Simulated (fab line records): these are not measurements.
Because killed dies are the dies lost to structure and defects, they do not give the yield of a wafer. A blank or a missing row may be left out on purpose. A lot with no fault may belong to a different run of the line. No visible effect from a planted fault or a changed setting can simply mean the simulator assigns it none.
Which of the tools did it? ; flow n5-finfet ; Sampling: 10 lots, 29 wafers, 2 of 1938 route steps

WHAT THE GAUGES READ, wafer by wafer
N5_BEOL_M0_SAQP_CD_MEAS_14: target cd 42.5 nm.
lot;measured;on;cd-nm (nm)
L724;day 5 14:13;cd-sem-02;41.8 41.8 42.0
L725;day 5 21:47;cd-sem-03;42.0 41.6 41.7
L728;day 6 09:44;cd-sem-02;43.0 42.7
L731;day 7 05:52;cd-sem-02;42.9 42.7 43.0
L732;day 7 11:50;cd-sem-03;42.3 42.1 42.2
L738;day 9 01:22;cd-sem-03;42.8 42.4 42.7
L740;day 9 12:45;cd-sem-02;42.6 42.4 42.8
L742;day 9 22:23;cd-sem-01;42.8 43.1 43.0
L743;day 10 04:41;cd-sem-02;42.1 42.9 42.8
L747;day 11 09:53;cd-sem-03;42.7 42.6 42.7

WHICH TOOL RAN EACH LOT (tool, then ch and the chambers of the sampled wafers, then the start)
lot;N5_BEOL_M0_SAQP_PECVD_00
L724;pecvd-01 ch 0,2, day 5 12:07
L725;pecvd-04 ch 0,2, day 5 18:55
L728;pecvd-03 ch 0, day 6 08:55
L731;pecvd-04 ch 0,1,2, day 7 03:30
L732;pecvd-04 ch 0,1, day 7 09:29
L738;pecvd-04 ch 0,1, day 9 00:26
L740;pecvd-03 ch 0,1,2, day 9 09:50
L742;pecvd-04 ch 0,1,2, day 9 21:24
L743;pecvd-01 ch 0,1,2, day 10 03:55
L747;pecvd-04 ch 1,2, day 11 06:23
- N5_BEOL_M0_SAQP_PECVD_00: deposits SiCN from 3MS/NH3, target thk 8 nm, time 14 s.

THE ANSWER, worked out from the rows above alone
Rule: the lots themselves supply what counts as usual. Put in order of their means at a reading, lots are off if they are a third of the lots or fewer, leave a main group of 4 or more, and stand apart from it by a gap of 3 or more times the standard deviation of the main group's means; of several such gaps the widest counts. A main group whose means are all the same, to the digits that the tables above print for the reading, isn't used. Also off: a lot with no number at a reading for which 4 or more lots have one. Any other lot the step has rows for is counted as sound.
No lot is off on any of the readings shown, so nothing can be concluded from this.

WHAT THE SIMULATOR HAD INSERTED
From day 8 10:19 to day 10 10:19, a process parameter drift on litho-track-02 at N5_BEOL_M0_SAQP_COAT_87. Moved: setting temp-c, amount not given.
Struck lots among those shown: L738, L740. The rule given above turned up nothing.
